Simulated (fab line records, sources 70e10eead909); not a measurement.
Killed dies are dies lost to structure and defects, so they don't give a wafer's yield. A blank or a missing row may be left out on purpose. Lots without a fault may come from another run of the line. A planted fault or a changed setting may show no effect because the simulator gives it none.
Chamber matching | flow nand_harc | NHARC_A_BLC_CMP_25 on cmp-03: 4 sister chambers
The step polishes, t overpolish 30 s, target thk 150 nm. 4 wafers are shown with their chamber, then 10 later ones without.

WAFERS WITH THEIR CHAMBER
wafer  | chamber | motor_current_A (A)
L083.5 | 2       | 11.2
L086.1 | 3       | 12.9
L091.1 | 1       | 13.1
L091.3 | 0       | 12.8

WAFERS WITHOUT THEIR CHAMBER
wafer  | motor_current_A (A)
L091.6 | 13.2
L097.1 | 12.9
L097.4 | 13.3
L097.6 | 12.3
L095.2 | 10.5
L095.3 | 13.2
L095.5 | 10.6
L094.3 | 12.6
L094.5 | 12.5
L094.6 | 12.0

WHICH CHAMBER EACH WENT THROUGH
wafer  | from the rows above               | in truth
L091.6 | can't be placed: 1 or 3 or 0      | 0
L097.1 | can't be placed: 3 or 0 or 1      | 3
L097.4 | can't be placed: 1 or 3 or 0      | 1
L097.6 | can't be placed: 0 or 3 or 1 or 2 | 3
L095.2 | 2                                 | 2
L095.3 | can't be placed: 1 or 3 or 0      | 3
L095.5 | 2                                 | 2
L094.3 | can't be placed: 0 or 3 or 1      | 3
L094.5 | can't be placed: 0 or 3 or 1      | 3
L094.6 | can't be placed: 0 or 2 or 3 or 1 | 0
Placed correctly: 2 of 10. Can't be placed from these rows: 8 (the true chamber is among the candidates in 8). Placed wrongly: 0.
How it was worked out, from the rows above alone: a wafer's distance from a chamber is the root of the sum, over the readings, of the square of ((its reading less the chamber's mean) divided by the reading's scatter). The wafer belongs to the nearest chamber; if the next one is less than 2 further off, it can't be placed. A chamber's mean is the mean of its shown wafers. The scatter: with one shown wafer a chamber, the root of the mean of the squares of how far each hidden wafer lies from its nearest shown one.
